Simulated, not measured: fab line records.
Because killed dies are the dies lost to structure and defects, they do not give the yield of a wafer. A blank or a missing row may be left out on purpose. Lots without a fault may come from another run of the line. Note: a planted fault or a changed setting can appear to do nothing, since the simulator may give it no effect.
Matching of chambers    flow nand harc    NHARC_P_GATE_ETCH_32 on rie si-05: 4 sister chambers
The step etches the open film in HBr/Cl2, target depth 150 nm, time 100.1 s. 20 wafers are shown with their chamber, then 10 later ones without.

== WAFERS WITH THEIR CHAMBER ==
wafer   chamber  drypump motor current A (A)  oes product au (a.u.)  throttle valve pct (%)
L076.1  3        5.1                          0.992                  26.413
L076.2  0        6.1                          0.971                  26.401
L076.6  0        6.1                          0.972                  26.406
L077.2  2        5.5                          0.989                  26.413
L077.4  0        6.1                          0.977                  26.398
L077.5  1        5.9                          1.003                  26.418
L078.1  3        5.1                          0.996                  26.405
L078.5  2        5.5                          0.992                  26.402
L078.6  3        5.1                          0.989                  26.403
L080.1  1        5.9                          1.005                  26.393
L080.2  3        5.1                          0.999                  26.405
L080.4  0        6.1                          0.990                  26.417
L086.1  1        5.9                          0.996                  26.398
L086.2  0        6.1                          0.990                  26.412
L086.5  3        5.1                          0.997                  26.406
L088.1  1        5.9                          0.991                  26.410
L088.3  2        5.5                          1.008                  26.399
L088.6  1        5.9                          0.999                  26.415
L092.2  0        6.1                          0.978                  26.394
L092.4  3        5.0                          0.992                  26.401

SIGNATURES, as means of the wafers listed above
reading                  chamber 0  chamber 1  chamber 2  chamber 3  scatter within a chamber
drypump motor current A  6.100      5.900      5.500      5.083      0.0228
oes product au           0.97967    0.99880    0.99633    0.99417    0.0069
throttle valve pct       26.40467   26.40680   26.40467   26.40550   0.00807
Rule: for a wafer and a chamber, the distance is found by dividing, reading by reading, the gap between the wafer's reading and the chamber's mean by the reading's scatter, squaring, summing and taking the root. The wafer belongs to the nearest chamber; if the next one is less than 2 further off, it can't be placed. The scatter is the square root of a quotient: the sum, over the shown wafers, of each reading's squared deviation from its chamber's mean, divided by wafers minus chambers.

== WAFERS WITH NO CHAMBER GIVEN ==
wafer   drypump motor current A (A)  oes product au (a.u.)  throttle valve pct (%)
L092.6  5.0                          1.001                  26.400
L094.2  5.1                          0.995                  26.411
L094.5  5.6                          1.000                  26.422
L094.6  5.9                          1.000                  26.397
L095.1  5.5                          0.995                  26.399
L095.3  5.1                          0.982                  26.393
L095.6  6.1                          0.977                  26.405
L097.3  5.1                          0.994                  26.393
L097.4  5.9                          1.003                  26.426
L097.6  5.0                          0.993                  26.406

== WHICH CHAMBER EACH WENT THROUGH ==
wafer   from the rows above  in truth
L092.6  3                    3
L094.2  3                    3
L094.5  2                    2
L094.6  1                    1
L095.1  2                    2
L095.3  3                    3
L095.6  0                    0
L097.3  3                    3
L097.4  1                    1
L097.6  3                    3
Correct placement for 10 of the 10. From these rows, 0 cannot be placed. Placed wrongly: 0.
